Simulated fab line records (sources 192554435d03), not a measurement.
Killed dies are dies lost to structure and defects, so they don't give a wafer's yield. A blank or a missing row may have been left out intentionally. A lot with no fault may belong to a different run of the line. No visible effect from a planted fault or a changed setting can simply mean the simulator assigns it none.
Split-lot study	flow n5-finfet	21 wafers read from 7 lots, route of 1938 steps

== THE SPLIT ITSELF ==
At N5_FIN_CUT_EXPOSE_05 (exposes mask FIN CUT), the setting dose-mj was moved away from the recipe's 45.75 on 7 of the 21 wafers read, by -4.0% to +7.5%. All remaining wafers had this setting at the recipe value.

== FROM THE SPLIT TO THE READING: what the file shows between them, 2 steps ==
- N5_FIN_CUT_PEB_06: peb time 60 s
- N5_FIN_CUT_DEVELOP_07: develop time 30 s

== THE READING ==
cd-nm (nm) at N5_FIN_CUT_CD_MEAS_08, where the cd target is 29.1 nm. A value of 29.09 nm with a standard deviation of 0.23 nm is what fault-free wafers of this fab line usually give.

wafer	tool, chamber at the split	dose-mj as run	against the recipe	cd-nm, nm	against lot-mates on the recipe
L076.1	euv-scanner-02, 0	49.18	+7.5%	30.22	no lot-mate on the recipe
L076.3	euv-scanner-02, 0	49.18	+7.5%	30.52	no lot-mate on the recipe
L076.5	euv-scanner-02, 0	49.18	+7.5%	30.26	no lot-mate on the recipe
L080.1	euv-scanner-02, 0	45.75	recipe	29.10	-
L080.2	euv-scanner-02, 0	45.75	recipe	28.83	-
L080.3	euv-scanner-02, 0	45.75	recipe	28.87	-
L081.2	euv-scanner-01, 0	43.9	-4.0%	28.33	-0.59
L081.3	euv-scanner-01, 0	45.75	recipe	28.92	-
L081.5	euv-scanner-01, 0	43.9	-4.0%	28.17	-0.75
L088.3	euv-scanner-01, 0	45.75	recipe	29.34	-
L088.4	euv-scanner-01, 0	45.75	recipe	29.25	-
L088.5	euv-scanner-01, 0	45.75	recipe	29.06	-
L089.1	euv-scanner-01, 0	45.75	recipe	29.55	-
L089.2	euv-scanner-01, 0	45.75	recipe	29.00	-
L089.4	euv-scanner-01, 0	45.75	recipe	29.06	-
L095.2	euv-scanner-01, 0	45.75	recipe	29.09	-
L095.4	euv-scanner-01, 0	48.2	+5.4%	30.29	+1.20
L095.5	euv-scanner-01, 0	48.2	+5.4%	29.99	+0.90
L097.1	euv-scanner-01, 0	45.75	recipe	29.29	-
L097.2	euv-scanner-01, 0	45.75	recipe	29.21	-
L097.4	euv-scanner-01, 0	45.75	recipe	29.22	-

THE FIT
A straight line over all 21 wafers: cd-nm changes by +0.177 nm for each +1% of dose-mj; r = +0.95; the points scatter about the line by 0.19 nm.
The same after taking each lot's own level away (the mean of its wafers on the recipe; 18 wafers): +0.185 nm for each +1%; r = +0.95; scatter 0.15 nm.
On that fit, the largest move of dose-mj shifts the reading by 1.4 nm.
The lots' own levels span 28.920 to 29.240 nm, that is 1.4 times the standard deviation above.
Consequently the slope shifts little with the lot-to-lot level, the two slopes agreeing.
Check: for one of the wafers moved furthest among these (+5.4%), held out of the fit, the line's prediction against its lot-mates is +0.894 nm. It came out at +1.2 nm against them.

== THESE WAFERS: OTHER SPLITS ==
Before the reading, these wafers also passed through other splits. Each is held against what the fit with the lots' levels taken away leaves over:
other split on the same wafers	wafers away from the commonest value	r with cd-nm (lot level and that fit taken away)
N5_WELL_APT_EXPOSE_22 dose-mj	7	-0.07
N5_WELL_APT_PEB_23 peb-temp-c	3	+0.11
N5_FIN_SAQP_PECVD_06 time-s	9	-0.18
N5_FIN_SAQP_PEB_14 peb-time-s	0	-

== THE WHOLE CHAIN: every reading that the file lists as answering this split, in the file's order ==
step	what it does	reading	change (the file's fit)	r (the file's)
N5_FIN_CUT_CD_MEAS_08	target cd 29.1 nm	cd-nm	+0.186 nm for each +1% of the setting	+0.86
N5_FIN_CUT_ETCH_20	etches SiARC in CF4, target depth 26 nm, time 43.3 s	FIN_CUT.cd-offset-nm (the simulator's own value, which no gauge read)	+0.173 nm for each +1% of the setting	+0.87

== THE FILE'S OWN FIT ==
cd-nm changes by +0.186 nm for each +1% of dose-mj, r = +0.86.
